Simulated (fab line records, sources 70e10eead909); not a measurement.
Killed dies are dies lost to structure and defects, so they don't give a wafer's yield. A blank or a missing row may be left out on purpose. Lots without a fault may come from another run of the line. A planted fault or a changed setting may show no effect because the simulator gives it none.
Which tool did it? | flow nand_harc | 6 lots, 18 wafers sampled, at 5 steps of a route of 1159

WHAT THE GAUGES READ, wafer by wafer
NHARC_END_SORT_01.
lot  | measured     | on        | killed_at_array
L703 | day 24 13:12 | prober-01 | 31 43 36

WHICH TOOL RAN EACH LOT (tool, then ch and the chambers of the sampled wafers, then the start)
lot  | NHARC_P_ZERO_WELL_RTA_42        | NHARC_P_GATE_DESCUM_13            | NHARC_P_GATE_DEP_103          | NHARC_P_GATE_STRIP_101
L693 | rtp_anneal-01 ch 0, day 2 13:01 | rie_diel-13 ch 0,3, day 4 17:46   | pecvd-04 ch 0,1, day 5 07:48  | rie_diel-13 ch 0,1,2, day 5 20:30
L695 | rtp_anneal-02 ch 0, day 3 00:51 | rie_diel-06 ch 1,3, day 5 07:10   | pecvd-01 ch 0,2, day 5 21:49  | rie_diel-04 ch 0,1,2, day 6 09:45
L700 | rtp_anneal-02 ch 0, day 4 07:07 | rie_diel-04 ch 1,2,3, day 6 16:01 | pecvd-03 ch 0,2, day 7 05:01  | rie_diel-04 ch 0,1,2, day 7 18:53
L703 | rtp_anneal-02 ch 0, day 5 00:38 | rie_diel-04 ch 0,1,3, day 7 06:38 | pecvd-01 ch 1,2, day 7 19:14  | rie_diel-04 ch 0,2, day 8 07:41
L707 | rtp_anneal-01 ch 0, day 6 01:01 | rie_diel-13 ch 0,1,3, day 8 09:18 | pecvd-03 ch 0,2, day 9 00:38  | rie_diel-06 ch 0,2, day 9 15:32
L712 | rtp_anneal-01 ch 0, day 7 06:46 | rie_diel-13 ch 0,2, day 9 16:22   | pecvd-03 ch 0,2, day 10 06:13 | rie_diel-04 ch 1,2, day 10 20:04
- NHARC_P_ZERO_WELL_RTA_42: time 300 s.
- NHARC_P_GATE_DESCUM_13: chemistry O2, time 3 s.
- NHARC_P_GATE_DEP_103: deposits SiON, target thk 30 nm.
- NHARC_P_GATE_STRIP_101: strips in O2, time 20 s.

THE ANSWER, worked out from the rows above alone
Rule: what is usual is taken from the lots themselves. Put in order of their means at a reading, lots are off if they are a third of the lots or fewer, leave a main group of 4 or more, and stand apart from it by a gap of 3 or more times the standard deviation of the main group's means; of several such gaps the widest counts. A main group whose means are all the same, to the digits that the tables above print for the reading, isn't used. A lot without any number at a reading at which 4 lots or more have one is off too. The other lots that the step has rows for count as sound.
No lot is off at any reading shown: from this, nothing can be told.

WHAT THE SIMULATOR HAD PUT IN
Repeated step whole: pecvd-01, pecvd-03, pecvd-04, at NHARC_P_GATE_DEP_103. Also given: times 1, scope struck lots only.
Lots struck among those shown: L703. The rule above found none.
